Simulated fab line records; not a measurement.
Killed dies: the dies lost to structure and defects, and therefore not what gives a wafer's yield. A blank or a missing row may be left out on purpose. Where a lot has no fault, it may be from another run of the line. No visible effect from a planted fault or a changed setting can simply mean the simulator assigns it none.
Chamber matching / flow n5Finfet / 4 sister chambers for N5_FIN_SAQP_ALD_61 on aldSin-03
The step deposits SiO2, target thk 4 nm, pulse time 1 s, purge time 2 s. 18 wafers are shown with their chamber, then 9 later ones without.

## WAFERS, EACH WITH ITS CHAMBER
wafer=L074.2; chamber=0; heaterPowerW (W)=437; susceptorTempC (C)=299.73; precursorPulseHeightRel=1.010
wafer=L074.5; chamber=0; heaterPowerW (W)=456; susceptorTempC (C)=299.80; precursorPulseHeightRel=1.009
wafer=L074.6; chamber=1; heaterPowerW (W)=473; susceptorTempC (C)=299.90; precursorPulseHeightRel=0.996
wafer=L075.2; chamber=2; heaterPowerW (W)=585; susceptorTempC (C)=300.07; precursorPulseHeightRel=1.018
wafer=L075.3; chamber=3; heaterPowerW (W)=386; susceptorTempC (C)=300.12; precursorPulseHeightRel=0.996
wafer=L075.4; chamber=0; heaterPowerW (W)=443; susceptorTempC (C)=299.85; precursorPulseHeightRel=1.035
wafer=L076.1; chamber=3; heaterPowerW (W)=392; susceptorTempC (C)=299.91; precursorPulseHeightRel=0.963
wafer=L076.2; chamber=1; heaterPowerW (W)=463; susceptorTempC (C)=299.63; precursorPulseHeightRel=1.028
wafer=L076.4; chamber=2; heaterPowerW (W)=581; susceptorTempC (C)=300.31; precursorPulseHeightRel=0.993
wafer=L080.3; chamber=2; heaterPowerW (W)=597; susceptorTempC (C)=300.28; precursorPulseHeightRel=1.021
wafer=L080.5; chamber=2; heaterPowerW (W)=590; susceptorTempC (C)=300.34; precursorPulseHeightRel=1.046
wafer=L080.6; chamber=3; heaterPowerW (W)=390; susceptorTempC (C)=299.59; precursorPulseHeightRel=0.994
wafer=L082.1; chamber=2; heaterPowerW (W)=594; susceptorTempC (C)=299.77; precursorPulseHeightRel=1.048
wafer=L082.3; chamber=3; heaterPowerW (W)=394; susceptorTempC (C)=299.63; precursorPulseHeightRel=0.994
wafer=L082.4; chamber=1; heaterPowerW (W)=472; susceptorTempC (C)=300.18; precursorPulseHeightRel=1.041
wafer=L085.2; chamber=3; heaterPowerW (W)=392; susceptorTempC (C)=299.75; precursorPulseHeightRel=1.007
wafer=L085.3; chamber=0; heaterPowerW (W)=453; susceptorTempC (C)=300.08; precursorPulseHeightRel=0.952
wafer=L085.6; chamber=0; heaterPowerW (W)=454; susceptorTempC (C)=299.95; precursorPulseHeightRel=1.018

SIGNATURES, as means of the wafers listed above
reading=heaterPowerW; chamber 0=448.60; chamber 1=469.33; chamber 2=589.40; chamber 3=390.80; scatter within a chamber=6.19
reading=susceptorTempC; chamber 0=299.8820; chamber 1=299.9033; chamber 2=300.1540; chamber 3=299.8000; scatter within a chamber=0.215
reading=precursorPulseHeightRel; chamber 0=1.00480; chamber 1=1.02167; chamber 2=1.02520; chamber 3=0.99080; scatter within a chamber=0.0241
Rule: for a wafer and a chamber, the distance is found by dividing, reading by reading, the gap between the wafer's reading and the chamber's mean by the reading's scatter, squaring, summing and taking the root. The wafer belongs to the nearest chamber; if the next one is less than 2 further off, it can't be placed. The scatter is the square root of a quotient: the sum, over the shown wafers, of each reading's squared deviation from its chamber's mean, divided by wafers minus chambers.

## WAFERS WHOSE CHAMBER IS MISSING
wafer=L086.1; heaterPowerW (W)=577; susceptorTempC (C)=300.00; precursorPulseHeightRel=0.964
wafer=L086.4; heaterPowerW (W)=403; susceptorTempC (C)=300.11; precursorPulseHeightRel=0.972
wafer=L086.6; heaterPowerW (W)=585; susceptorTempC (C)=300.31; precursorPulseHeightRel=0.998
wafer=L089.2; heaterPowerW (W)=457; susceptorTempC (C)=300.18; precursorPulseHeightRel=0.967
wafer=L089.4; heaterPowerW (W)=450; susceptorTempC (C)=299.93; precursorPulseHeightRel=1.028
wafer=L089.5; heaterPowerW (W)=402; susceptorTempC (C)=300.19; precursorPulseHeightRel=0.979
wafer=L093.1; heaterPowerW (W)=475; susceptorTempC (C)=299.86; precursorPulseHeightRel=1.012
wafer=L093.3; heaterPowerW (W)=385; susceptorTempC (C)=299.82; precursorPulseHeightRel=1.019
wafer=L093.5; heaterPowerW (W)=464; susceptorTempC (C)=300.06; precursorPulseHeightRel=1.022

## CHAMBER TAKEN BY EACH
wafer=L086.1; from the rows above=2; in truth=2
wafer=L086.4; from the rows above=3; in truth=3
wafer=L086.6; from the rows above=2; in truth=2
wafer=L089.2; from the rows above=can't be placed: 0 or 1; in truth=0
wafer=L089.4; from the rows above=0; in truth=0
wafer=L089.5; from the rows above=3; in truth=3
wafer=L093.1; from the rows above=1; in truth=1
wafer=L093.3; from the rows above=3; in truth=3
wafer=L093.5; from the rows above=can't be placed: 1 or 0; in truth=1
Correct placement for 7 of the 9. Can't be placed from these rows: 2 (the true chamber is among the candidates in 2). Placed wrongly: 0.
